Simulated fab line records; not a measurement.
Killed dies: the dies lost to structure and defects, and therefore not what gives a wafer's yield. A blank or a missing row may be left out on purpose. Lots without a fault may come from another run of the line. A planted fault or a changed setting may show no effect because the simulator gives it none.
Matching of chambers	flow n5 finfet	N5_DUMMY_GATE_ETCH_36 on rie diel-03 has 4 sister chambers
The step etches SiARC in CF4, target depth 13 nm. 22 wafers are shown with their chamber, then 11 later ones without.

## WAFERS WITH THEIR CHAMBER
wafer	chamber	drypump motor current A (A)	showerhead plenum p Torr (Torr)	throttle valve pct (%)
L078.1	0	6.5	2.15	15.89
L078.5	0	6.5	2.15	15.89
L078.6	2	5.2	2.14	15.74
L079.1	3	6.4	2.11	15.54
L079.4	0	6.5	2.15	15.91
L079.5	2	5.2	2.14	15.75
L081.2	0	6.5	2.15	15.89
L081.3	2	5.2	2.14	15.77
L081.6	0	6.6	2.15	15.91
L083.2	2	5.2	2.14	15.76
L083.3	1	4.7	2.12	15.67
L083.5	2	5.2	2.14	15.76
L085.1	0	6.5	2.15	15.90
L085.4	3	6.4	2.11	15.10
L085.5	0	6.5	2.15	15.92
L087.1	2	5.2	2.14	15.76
L087.5	3	6.4	2.11	15.10
L087.6	0	6.5	2.15	15.93
L088.4	1	4.7	2.12	15.70
L088.5	2	5.2	2.14	15.76
L088.6	0	6.5	2.15	15.91
L091.2	0	6.5	2.14	15.94

SIGNATURES, as means of the wafers listed above
reading	chamber 0	chamber 1	chamber 2	chamber 3	scatter within a chamber
drypump motor current A	6.510	4.700	5.200	6.400	0.0224
showerhead plenum p Torr	2.1490	2.1200	2.1400	2.1100	0.00224
throttle valve pct	15.9090	15.6850	15.7571	15.2467	0.0859
Rule: for each reading, subtract the chamber's mean from the wafer's reading, divide by that reading's scatter and square the result; add these up over the readings and take the root, which gives the wafer's distance from the chamber. The wafer belongs to the nearest chamber; if the next one is less than 2 further off, it can't be placed. How the scatter is found: for the shown wafers, subtract from each reading the mean of its chamber, square and add these, divide the total by (wafers less chambers), then take the root.

## WAFERS WHOSE CHAMBER IS MISSING
wafer	drypump motor current A (A)	showerhead plenum p Torr (Torr)	throttle valve pct (%)
L091.4	6.4	2.11	15.13
L091.6	4.7	2.11	15.70
L093.2	6.4	2.11	15.13
L093.4	4.7	2.11	15.71
L093.5	6.5	2.14	15.94
L094.1	4.7	2.11	15.71
L094.4	5.2	2.13	15.79
L094.5	4.7	2.11	15.71
L096.2	5.2	2.13	15.80
L096.4	6.4	2.10	15.14
L096.5	4.7	2.11	15.69

## CHAMBER TAKEN BY EACH
wafer	from the rows above	in truth
L091.4	3	3
L091.6	1	1
L093.2	3	3
L093.4	1	1
L093.5	0	0
L094.1	1	1
L094.4	2	2
L094.5	1	1
L096.2	2	2
L096.4	3	3
L096.5	1	1
Correct placement for 11 of the 11. Left unplaced by these rows: 0. Wrongly placed: 0.
